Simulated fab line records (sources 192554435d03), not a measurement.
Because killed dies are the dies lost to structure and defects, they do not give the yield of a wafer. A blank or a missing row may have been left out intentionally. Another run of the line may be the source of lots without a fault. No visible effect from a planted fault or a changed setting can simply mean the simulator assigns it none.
fab line records	flow n5-finfet
record: lots: 8	wafers: 24	last-day: 16
route steps=1938 shown BEOL_M4@1111 BEOL_M9@1465 BEOL_M10@1480 PASSIVATION@1936
lots that met no fault: taken from a fault-free run of the same line
start-h: hours from the record's first day to the start of the lot's first wafer shown	wait-h: hours since the lot's step before	" the same as in the row above	L1.1+2: a row that stands for several wafers	- no value present, or no start provided	* or withheld: withheld	< > ~ a bound
route shown NAME@n: NAME is a module with steps in the file, n the number in the route of the first one	usual: mean/standard deviation of fault-free wafers	same: alike in all rows	chamber/n: place in a boat	sites: each site's reading	_std_site: standard deviation across them	_edge_site: mean of outer sites minus mean of inner sites	radius-mm: for every site, how far away it sits from the centre of the wafer	mask NAME#n: copy n	behind: the last tool/chamber to shape the wafer	hold: cause of the lot's hold/its duration in hours/its outcome	device: transistor that didn't switch, given as n, p or np	end of line: the tests these same wafers got at the end of their route	a step given without rows: its recipe and nothing more	killed: at the first sort, the dies lost to defects and structure; wafer yield is something else	map: shows each die of a wafer: x if killed, . if not, _ if none is there
set.NAME: the run value of the setting; set.NAME@STEP: its run value at that earlier step	model.NAME: the simulator's own value behind a step, which no gauge read
the route's steps for a sample of lots (tables are steps, rows are wafers)
services: the hour from which a tool's chamber was out of use, counted from the record's first day as start-h (under 0 if before that day), plus the number of hours and why
== steps ==
step: N5_BEOL_M4_RC_MEAS_101
usual: DIBL_N: 36.4/1.5	DIBL_P: 36.6/1.9	IOFF_N: 0.155/0.021	IOFF_P: 0.211/0.028	ION_N: 671/8.6	ION_P: 462/5.8	SS_N: 71.5/0.5	SS_P: 73.4/0.58	VT_N: 250.1/2.4	VT_P: -250.1/3
lot.wafer	tool	chamber	start-h	wait-h	DIBL_N[mV/V]	DIBL_P[mV/V]	IOFF_N[nA/um]	IOFF_P[nA/um]	ION_N[uA/um]	ION_P[uA/um]	SS_N[mV/dec]	SS_P[mV/dec]	VT_N[mV]	VT_P[mV]
L427.1	prober-02	0	167.86	0.0	35.7	35.0	0.134	0.193	674	457	71.2	72.5	250.6	-250.8
L427.2	"	0	"	"	35.3	35.4	0.138	0.200	667	464	71.4	72.0	248.9	-251.9
L427.3	"	0	"	"	35.8	34.5	0.142	0.189	685	461	71.5	72.8	250.2	-252.8
L433.2	prober-02	0	207.85	0.2	36.5	36.7	0.155	0.208	673	460	71.6	73.4	250.9	-250.0
L433.5	"	0	"	"	34.8	33.9	0.126	0.179	664	459	71.2	72.0	250.4	-253.1
L433.6	"	0	"	"	36.1	36.1	0.144	0.205	669	462	71.3	73.7	252.1	-252.4
L439.2	prober-01	0	236.81	0.2	34.5	32.8	0.128	0.193	666	461	70.5	73.8	250.2	-249.4
L439.5	"	0	"	"	38.3	37.4	0.196	0.279	681	475	71.3	73.9	242.4	-240.7
L439.6	"	0	"	"	37.3	35.7	0.183	0.255	686	479	72.2	73.6	245.2	-242.6
L438.3	prober-02	0	237.28	0.3	38.7	38.5	0.179	0.225	667	459	71.6	74.1	249.6	-251.0
L438.4	"	0	"	"	37.9	37.2	0.162	0.197	675	458	72.3	73.1	250.2	-252.6
L438.5	"	0	"	"	35.8	34.8	0.128	0.170	660	449	71.3	73.0	255.4	-253.6
L443.1	prober-01	0	273.76	0.0	37.7	37.4	0.158	0.238	669	463	72.0	73.7	249.9	-249.9
L443.3	"	0	"	"	37.2	37.2	0.149	0.240	665	462	71.5	73.4	249.9	-250.2
L443.5	"	0	"	"	38.2	38.3	0.169	0.260	671	471	71.9	73.4	249.4	-246.3
L445.1	prober-02	0	277.96	0.0	36.0	38.0	0.171	0.222	670	463	71.5	73.3	250.0	-248.7
L445.2	"	0	"	"	34.9	37.0	0.152	0.204	670	466	71.0	72.7	250.4	-249.4
L445.3	"	0	"	"	35.9	38.0	0.169	0.232	677	467	71.0	73.0	249.7	-247.9
L446.1	prober-01	0	280.43	0.0	36.9	37.3	0.160	0.221	665	459	71.8	73.4	252.5	-247.9
L446.2	"	0	"	"	37.9	38.5	0.186	0.218	686	461	71.9	73.7	247.3	-250.5
L446.4	"	0	"	"	37.3	37.8	0.171	0.209	677	460	71.3	73.5	247.6	-250.5
L447.2	prober-01	0	284.11	0.2	36.3	36.7	0.151	0.195	665	456	71.5	73.4	249.9	-251.6
L447.4	"	0	"	"	37.1	38.9	0.177	0.230	673	466	71.9	74.6	247.2	-249.3
L447.6	"	0	"	"	36.7	37.9	0.158	0.207	665	453	72.0	74.0	250.0	-247.9
step: N5_BEOL_M9_THK_MEAS_53
recipe: thk-meas-gauge: xrf	reads: Cu_of_BEOL_M9_ECD_50
usual: M9_THK: 142/3
lot.wafer	tool	chamber	start-h	wait-h	M9_THK[nm]
L427.1	film-metro-02	-	218.60	-	145
L427.2	"	-	"	"	145
L427.3	"	-	"	"	149
L433.2	film-metro-02	-	256.78	-	136
L433.5	"	-	"	"	137
L433.6	"	-	"	"	142
L439.2	film-metro-01	-	281.57	-	146
L439.5	"	-	"	"	142
L439.6	"	-	"	"	146
L438.3	film-metro-02	-	281.84	-	138
L438.4	"	-	"	"	138
L438.5	"	-	"	"	140
L443.1	film-metro-01	-	322.58	-	143
L443.3	"	-	"	"	145
L443.5	"	-	"	"	142
L445.1	film-metro-01	-	325.88	-	137
L445.2	"	-	"	"	142
L445.3	"	-	"	"	139
L446.1	film-metro-01	-	329.39	-	137
L446.2	"	-	"	"	139
L446.4	"	-	"	"	139
L447.2	film-metro-02	-	329.90	-	146
L447.4	"	-	"	"	144
L447.6	"	-	"	"	143
step: N5_BEOL_M10_EXPOSE_08
recipe: mask-id: M10	na: 1.35	source-shape: dipole	sigma-inner: 0.411	sigma-outer: 0.611	polarization: te	dose-mj: 53.75
usual: exposure-dose-mJ-cm2: 53.73/0.054
lot.wafer	tool	chamber	start-h	wait-h	mask	exposure-dose-mJ-cm2
L427.1	arfi-scanner-02	0	222.32	-	M10#0	53.75
L427.2	"	0	"	"	M10#0	53.78
L427.3	"	0	"	"	M10#0	53.71
L433.2	arfi-scanner-01	0	258.40	-	M10#0	53.69
L433.5	"	0	"	"	M10#0	53.75
L433.6	"	0	"	"	M10#0	53.70
L439.2	arfi-scanner-01	0	283.75	-	M10#0	67.52
L439.5	"	0	"	"	M10#0	67.50
L439.6	"	0	"	"	M10#0	67.48
L438.3	arfi-scanner-01	0	283.80	-	M10#0	67.56
L438.4	"	0	"	"	M10#0	67.55
L438.5	"	0	"	"	M10#0	67.55
L443.1	arfi-scanner-01	0	324.61	-	M10#0	62.58
L443.3	"	0	"	"	M10#0	62.53
L443.5	"	0	"	"	M10#0	62.59
L445.1	arfi-scanner-03	0	327.81	-	M10#0	53.80
L445.2	"	0	"	"	M10#0	53.68
L445.3	"	0	"	"	M10#0	53.66
L447.2	arfi-scanner-03	0	331.78	-	M10#0	53.75
L447.4	"	0	"	"	M10#0	53.73
L447.6	"	0	"	"	M10#0	53.68
L446.1	arfi-scanner-02	0	333.01	-	M10#0	53.72
L446.2	"	0	"	"	M10#0	53.69
L446.4	"	0	"	"	M10#0	53.64
step: N5_BEOL_M10_CD_MEAS_11
recipe: target-cd-nm: 64.1	landing-energy-ev: 500	detector: se-inlens	polarity: opening
usual: cd-nm: 64.0/0.48
lot.wafer	tool	chamber	start-h	wait-h	cd-nm
L427.1	cd-sem-03	0	222.44	-	64.0
L427.2	"	0	"	"	64.7
L427.3	"	0	"	"	64.6
L433.2	cd-sem-02	0	258.52	-	64.7
L433.5	"	0	"	"	64.8
L433.6	"	0	"	"	64.6
L439.2	cd-sem-02	0	283.87	-	78.2
L439.5	"	0	"	"	78.2
L439.6	"	0	"	"	77.6
L438.3	cd-sem-03	0	283.91	-	77.9
L438.4	"	0	"	"	78.2
L438.5	"	0	"	"	77.7
L443.1	cd-sem-01	0	324.74	-	73.6
L443.3	"	0	"	"	73.7
L443.5	"	0	"	"	73.4
L445.1	cd-sem-01	0	327.93	-	63.9
L445.2	"	0	"	"	64.8
L445.3	"	0	"	"	63.8
L447.2	cd-sem-03	0	331.91	-	63.6
L447.4	"	0	"	"	64.1
L447.6	"	0	"	"	63.8
L446.1	cd-sem-03	0	333.14	-	63.8
L446.2	"	0	"	"	63.5
L446.4	"	0	"	"	63.2
step: N5_BEOL_M10_ETCH_61
recipe: chemistry: CF4	target: SiARC	target-depth-a: 390	mask-material: CAR-ArF	time-s: 65	ion-energy-ev: 80	pressure-mtorr: 40	source-w: 545	bias-w: 36	Ar_flow_sccm: 100	cf4-flow-sccm: 100	ends: cleared
usual: bias-w: 36.00/0.096	drypump-motor-current-A: 5.6/0.48	etch-rf-on-time-s: 64.8/0.91	oes-product-au: 0.69/0.074	rf-vpp-V: 184.0/1.2	showerhead-plenum-p-Torr: 2.14/0.059	throttle-valve-pct: 15.57/0.16
lot.wafer	tool	chamber	start-h	wait-h	bias-w	drypump-motor-current-A	etch-rf-on-time-s	oes-product-au	rf-hours-counter-h	rf-vpp-V	showerhead-plenum-p-Torr	throttle-valve-pct
L427.1	rie-diel-06	2	222.57	0.0	35.87	5.4	64.9	0.79	20	184.3	2.10	15.43
L427.2	"	1	"	"	35.85	5.3	65.4	0.58	245	182.3	2.11	15.75
L427.3	"	0	"	"	35.99	5.5	65.1	0.63	155	184.6	2.22	15.78
L433.2	rie-diel-01	1	258.65	0.0	35.92	4.8	64.3	0.73	52	184.0	2.09	15.35
L433.5	"	2	"	"	36.02	5.5	64.1	0.61	-	184.9	2.13	15.57
L433.6	"	1	"	"	35.97	4.8	64.5	0.74	-	183.0	2.09	15.33
L439.2	rie-diel-01	1	284.01	0.0	36.12	4.9	65.1	0.72	61	182.5	2.09	15.35
L439.5	"	3	"	"	36.02	5.8	65.6	0.73	-	184.2	2.16	15.51
L439.6	"	0	"	"	35.98	5.3	64.9	0.74	-	183.7	2.18	15.76
L438.3	rie-diel-01	3	284.26	0.0	35.99	5.8	65.5	0.72	69	184.0	2.16	15.50
L438.4	"	1	"	"	36.09	4.9	65.0	0.72	61	182.6	2.09	15.35
L438.5	"	3	"	"	35.71	5.7	65.1	0.72	-	184.4	2.16	15.51
L443.1	rie-diel-06	1	324.86	0.0	36.10	5.4	62.7	0.81	5	183.4	2.10	15.25
L443.3	"	3	"	"	36.11	6.8	65.5	0.60	228	185.0	2.19	15.80
L443.5	"	2	"	"	36.11	5.4	64.1	0.72	-	183.9	2.09	15.52
L445.1	rie-diel-04	3	328.07	0.0	35.97	5.6	64.0	0.60	249	181.7	2.03	15.57
L445.2	"	1	"	"	36.01	5.6	65.4	0.79	11	182.9	2.10	15.22
L445.3	"	0	"	"	35.82	5.6	64.1	0.75	39	183.5	2.10	15.67
L447.2	rie-diel-01	2	332.03	0.0	35.95	5.5	65.8	0.58	232	182.1	2.12	15.65
L447.4	"	0	"	"	35.83	5.3	64.3	0.72	64	183.8	2.17	15.79
L447.6	"	1	"	"	35.99	4.9	64.9	0.71	-	183.6	2.08	15.38
L446.1	rie-diel-01	0	333.56	0.0	36.03	5.3	64.4	0.73	64	183.9	2.17	15.79
L446.2	"	3	"	"	36.04	5.8	66.3	0.70	86	184.8	2.16	15.54
L446.4	"	1	"	"	35.98	4.8	65.5	0.70	78	181.7	2.08	15.38
step: N5_BEOL_M10_ETCH_62
recipe: chemistry: N2/H2	target: SOC	target-depth-a: 1100	overetch-a: 220	mask-material: SiARC	temp-c: 40	time-s: 165	ion-energy-ev: 200	pressure-mtorr: 30	source-w: 840	bias-w: 150	n2-flow-sccm: 200	h2-flow-sccm: 200
usual: bias-w: 150.0/0.44	drypump-motor-current-A: 5.6/0.48	oes-product-au: 0.69/0.071	rf-vpp-V: 523.6/2.2	showerhead-plenum-p-Torr: 2.54/0.078	throttle-valve-pct: 17.80/0.16
lot.wafer	tool	chamber	start-h	wait-h	bias-w	drypump-motor-current-A	oes-product-au	rf-hours-counter-h	rf-vpp-V	showerhead-plenum-p-Torr	throttle-valve-pct
L427.1	rie-diel-06	2	222.62	0.0	150.3	5.4	0.77	20	521.5	2.49	17.59
L427.2	"	1	"	"	149.6	5.3	0.58	245	522.3	2.50	17.92
L427.3	"	0	"	"	150.8	5.5	0.64	155	526.6	2.65	17.97
L433.2	rie-diel-01	1	258.70	0.0	150.2	4.8	0.73	52	522.4	2.48	17.57
L433.5	"	2	"	"	149.5	5.5	0.60	-	522.2	2.52	17.76
L433.6	"	1	"	"	150.0	4.8	0.73	-	521.4	2.48	17.57
L439.2	rie-diel-01	1	284.06	0.0	150.2	4.9	0.71	61	520.4	2.47	17.58
L439.5	"	3	"	"	149.6	5.8	0.71	-	523.6	2.59	17.72
L439.6	"	0	"	"	150.1	5.4	0.73	-	524.6	2.60	18.06
L438.3	rie-diel-01	3	284.31	0.0	150.0	5.8	0.72	69	526.8	2.59	17.75
L438.4	"	1	"	"	150.1	4.9	0.72	61	521.3	2.47	17.57
L438.5	"	3	"	"	149.8	5.8	0.73	-	524.7	2.59	17.73
L443.1	rie-diel-06	1	324.91	0.0	149.5	5.4	0.78	5	522.1	2.50	17.47
L443.3	"	3	"	"	150.8	6.8	0.60	228	526.2	2.62	17.92
L443.5	"	2	"	"	150.2	5.4	0.72	-	520.9	2.48	17.70
L445.1	rie-diel-04	3	328.12	0.0	149.3	5.6	0.60	249	520.5	2.39	17.72
L445.2	"	1	"	"	149.9	5.6	0.79	11	521.0	2.50	17.60
L445.3	"	0	"	"	150.1	5.6	0.74	39	522.8	2.49	17.93
L447.2	rie-diel-01	2	332.08	0.0	150.6	5.5	0.58	232	520.8	2.51	17.82
L447.4	"	0	"	"	150.5	5.4	0.71	64	524.8	2.59	18.08
L447.6	"	1	"	"	150.1	4.8	0.70	-	522.1	2.47	17.61
L446.1	rie-diel-01	0	333.61	0.0	149.9	5.3	0.72	64	524.4	2.59	18.09
L446.2	"	3	"	"	150.0	5.8	0.70	86	525.0	2.58	17.75
L446.4	"	1	"	"	149.6	4.8	0.71	78	522.7	2.47	17.59
step: N5_BEOL_M10_CD_MEAS_18
recipe: pitch-nm: 140	target-cd-nm: 70
usual: cd-nm: 70.0/0.51
lot.wafer	tool	chamber	start-h	wait-h	cd-nm
L427.1	cd-sem-01	-	223.16	0.0	70.7
L427.2	"	-	"	"	70.1
L427.3	"	-	"	"	70.6
L433.2	cd-sem-02	-	259.06	0.1	70.3
L433.5	"	-	"	"	70.5
L433.6	"	-	"	"	70.2
L439.2	cd-sem-03	-	284.44	0.1	83.6
L439.5	"	-	"	"	83.6
L439.6	"	-	"	"	83.7
L438.3	cd-sem-03	-	284.80	0.1	84.3
L438.4	"	-	"	"	84.4
L438.5	"	-	"	"	83.8
L443.1	cd-sem-02	-	325.28	0.0	79.4
L443.3	"	-	"	"	79.4
L443.5	"	-	"	"	79.6
L445.1	cd-sem-02	-	328.58	0.0	69.8
L445.2	"	-	"	"	71.0
L445.3	"	-	"	"	69.7
L447.2	cd-sem-01	-	332.45	0.1	69.5
L447.4	"	-	"	"	70.5
L447.6	"	-	"	"	69.7
L446.1	cd-sem-01	-	333.99	0.0	70.2
L446.2	"	-	"	"	69.8
L446.4	"	-	"	"	69.5
step: N5_PASSIVATION_PROBE_49
usual: defect-limited-yield: 91.5/1.4	killed_at_M0_to_M3: 33/10	killed_at_M4_up: 13/5	killed-at-contacts: 13/5.6	killed-at-front-end: 38/12	killed-at-other: 3.9/2.7	killed-dies: 100/16	killed-on-rim: 13/4	killed-open: 66/13	killed-short: 32/7.2	sort_bin_5_function: 5.0/0.97	sort_bin_6_memory: 3.2/0.61	sort-n-pass: 1080/16	sort-yield-pct: 91.5/1.4
same: gross-dies: 1180	killed-at-back-side: 0	sort_bin_4_leakage[%]: 0	sort_bin_8_speed[%]: 0
lot.wafer	tool	chamber	start-h	wait-h	defect-limited-yield[%]	killed_at_M0_to_M3	killed_at_M4_up	killed-at-contacts	killed-at-front-end	killed-at-other	killed-dies	killed-on-rim	killed-open	killed-short	sort_bin_5_function[%]	sort_bin_6_memory[%]	sort-n-pass	sort-yield-pct[%]
L438.3	prober-02	-	336.39	0.1	9.6	47	975	1	42	2	1067	152	50	48	5.5	2.7	113	9.6
L438.4	prober-02	-	336.44	0.2	8.1	47	966	20	43	8	1084	152	80	40	5.5	4.9	96	8.1
L438.5	prober-02	-	336.49	0.2	9.2	39	984	11	28	10	1072	152	75	25	5.3	3.3	108	9.2
L439.2	prober-01	-	337.06	0.1	8.3	31	966	28	55	2	1082	152	87	41	6.6	4.2	98	8.3
L439.5	prober-01	-	337.21	0.2	8.9	43	975	20	32	5	1075	152	74	39	5.2	3.8	105	8.9
L439.6	prober-01	-	337.26	0.3	13.9	43	922	15	34	2	1016	152	68	30	4.2	3.8	164	13.9
L443.1	prober-02	-	377.93	0.0	74.4	33	216	5	44	4	302	100	54	38	4.9	2.8	878	74.4
L443.3	prober-02	-	378.03	0.1	75.9	13	192	7	70	2	284	89	61	36	4.9	3.1	896	75.9
L443.5	prober-02	-	378.13	0.2	75.6	29	181	13	59	6	288	88	83	34	6.4	3.1	892	75.6
killed by level:class
L438.3 BEOL_M10:area-expose=967 BEOL_M0_SAQP:geometric-particle:short=14 GATE_CUT:geometric-particle:short=12 BEOL_M0_SAQP:geometric-particle:open=10 FIN_SAQP:geometric-particle:open=5 FIN_SAQP:geometric-particle:short=5 SPACER0:geometric-particle:short=5 BEOL_M2:geometric-particle:open=5
L438.4 BEOL_M10:area-expose=959 MOL_CONTACT_COAG:geometric-particle:open=16 BEOL_M2:geometric-particle:open=15 BEOL_M1:geometric-particle:open=12 SPACER0:geometric-particle:short=7 FIN_SAQP:geometric-particle:short=6 BEOL_M0_SAQP:geometric-particle:open=6 FIN_SAQP:geometric-particle:open=5
L438.5 BEOL_M10:area-expose=968 BEOL_M0_SAQP:geometric-particle:open=16 MOL_CONTACT_COAG:geometric-particle:open=8 BEOL_M0_SAQP:geometric-particle:short=8 FIN_SAQP:geometric-particle:open=6 BEOL_M2:geometric-particle:open=6 BEOL_M5:geometric-particle:open=5 STI_FIN_REVEAL:geometric-particle:open=4
L439.2 BEOL_M10:area-expose=952 STI_FIN_REVEAL:geometric-particle:open=25 MOL_CONTACT_COAG:geometric-particle:open=20 FIN_SAQP:geometric-particle:open=9 BEOL_M0_SAQP:geometric-particle:open=9 BEOL_M0_SAQP:geometric-particle:short=9 FIN_SAQP:geometric-particle:short=8 MOL_CONTACT_COAG:geometric-particle:short=8
L439.5 BEOL_M10:area-expose=961 MOL_CONTACT_COAG:geometric-particle:open=15 BEOL_M0_SAQP:geometric-particle:short=13 BEOL_M0_SAQP:geometric-particle:open=13 FIN_SAQP:geometric-particle:open=9 BEOL_M4:geometric-particle:open=7 FIN_SAQP:geometric-particle:short=6 STI_FIN_REVEAL:geometric-particle:open=6
L439.6 BEOL_M10:area-expose=918 FIN_SAQP:geometric-particle:open=15 MOL_CONTACT_COAG:geometric-particle:open=14 BEOL_M2:geometric-particle:open=12 BEOL_M1:geometric-particle:open=7 BEOL_M3:geometric-particle:open=7 BEOL_M0_SAQP:geometric-particle:short=6 FIN_SAQP:geometric-particle:short=5
L443.1 BEOL_M10:area-expose=207 FIN_SAQP:geometric-particle:short=13 BEOL_M0_SAQP:geometric-particle:short=11 BEOL_M0_SAQP:geometric-particle:open=10 FIN_SAQP:geometric-particle:open=7 DUMMY_GATE:geometric-particle:open=6 BEOL_M2:geometric-particle:open=6 BEOL_M4:geometric-particle:open=4
L443.3 BEOL_M10:area-expose=185 FIN_SAQP:geometric-particle:open=22 FIN_SAQP:geometric-particle:short=8 DUMMY_GATE:geometric-particle:open=7 GATE_CUT:geometric-particle:short=5 BEOL_M0_SAQP:geometric-particle:short=5 STI_FIN_REVEAL:geometric-particle:open=4 MOL_CONTACT_COAG:geometric-particle:open=4
L443.5 BEOL_M10:area-expose=169 FIN_SAQP:geometric-particle:open=15 MOL_CONTACT_COAG:geometric-particle:open=11 BEOL_M0_SAQP:geometric-particle:open=8 BEOL_M0_SAQP:geometric-particle:short=7 FIN_SAQP:geometric-particle:short=6 DUMMY_GATE:geometric-particle:open=6 BEOL_M4:geometric-particle:open=6
== services ==
tool	chamber	start-h	hours	kind
arfi-scanner-03	-	204.26	0.4	repair
rie-diel-04	0	204.28	-	clean
rie-diel-04	0	204.28	-	consumable-replace:focus-ring
arfi-scanner-03	-	215.93	1.0	pm
rie-diel-04	1	217.32	5.2	repair
arfi-scanner-02	-	230.70	1.3	pm
arfi-scanner-02	-	235.80	1.0	pm
arfi-scanner-03	-	239.80	0.6	repair
rie-diel-06	1	242.35	55.8	repair
arfi-scanner-01	0	242.59	-	calibration
arfi-scanner-01	-	242.87	4.9	pm
arfi-scanner-01	-	254.36	1.3	pm
arfi-scanner-02	-	258.09	1.0	pm
rie-diel-04	0	265.68	8.2	repair
rie-diel-06	2	272.24	7.4	repair
arfi-scanner-03	-	278.72	1.3	pm
arfi-scanner-01	-	288.98	1.0	pm
arfi-scanner-03	-	289.58	1.5	pm
arfi-scanner-03	-	295.35	6.0	pm
rie-diel-06	1	298.26	-	clean
rie-diel-06	1	298.26	-	consumable-replace:focus-ring
rie-diel-06	1	298.26	15.7	scheduled-down
rie-diel-06	1	298.26	15.7	vent-cycle
rie-diel-04	2	302.97	9.8	repair
== key ==
first-sign: step: N5_BEOL_M10_EXPOSE_08	reading: exposure-dose-mJ-cm2	direction: up	sigmas: 99+	usual: 53.73	struck: 65.87
effect: step: N5_BEOL_M10_CD_MEAS_11	reading: cd-nm	direction: up	sigmas: 26	usual: 64.0	struck: 76.5	through: control-loop
effect: step: N5_BEOL_M10_CD_MEAS_18	reading: cd-nm	direction: up	sigmas: 24	usual: 70.0	struck: 82.4	through: control-loop
effect: step: N5_PASSIVATION_PROBE_49	reading: killed_at_M4_up	direction: up	sigmas: 99+	usual: 13	struck: 709
more-kills-born-at: N5_BEOL_M10_EXPOSE_08@arfi-scanner-01: 6286
met-at N5_BEOL_M10_EXPOSE_08
struck-lots L438,L439,L443
later-rows-left-out L438.3,L438.4,L438.5,L439.2,L439.5,L439.6
loop-trim: step: N5_BEOL_M10_EXPOSE_08	setting: dose	lots: L443
not-acting-at N5_BEOL_M9_THK_MEAS_53,N5_BEOL_M10_ETCH_61,N5_BEOL_M10_ETCH_62
fault: kind: process-parameter-drift	tool: arfi-scanner-01	chamber: -	onset-h: 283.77	steps: N5_BEOL_M10_EXPOSE_08	channel: dose-mj	offset: 13.769	shape: step	acts-in: these-recipes-only	stated: 53.75
later-rows-left-out: the simulator's readings of these wafers behind a module that went badly wrong aren't trusted and aren't shown, but for the sort
loop-trim: a control loop set the setting to another value than it would have without faults
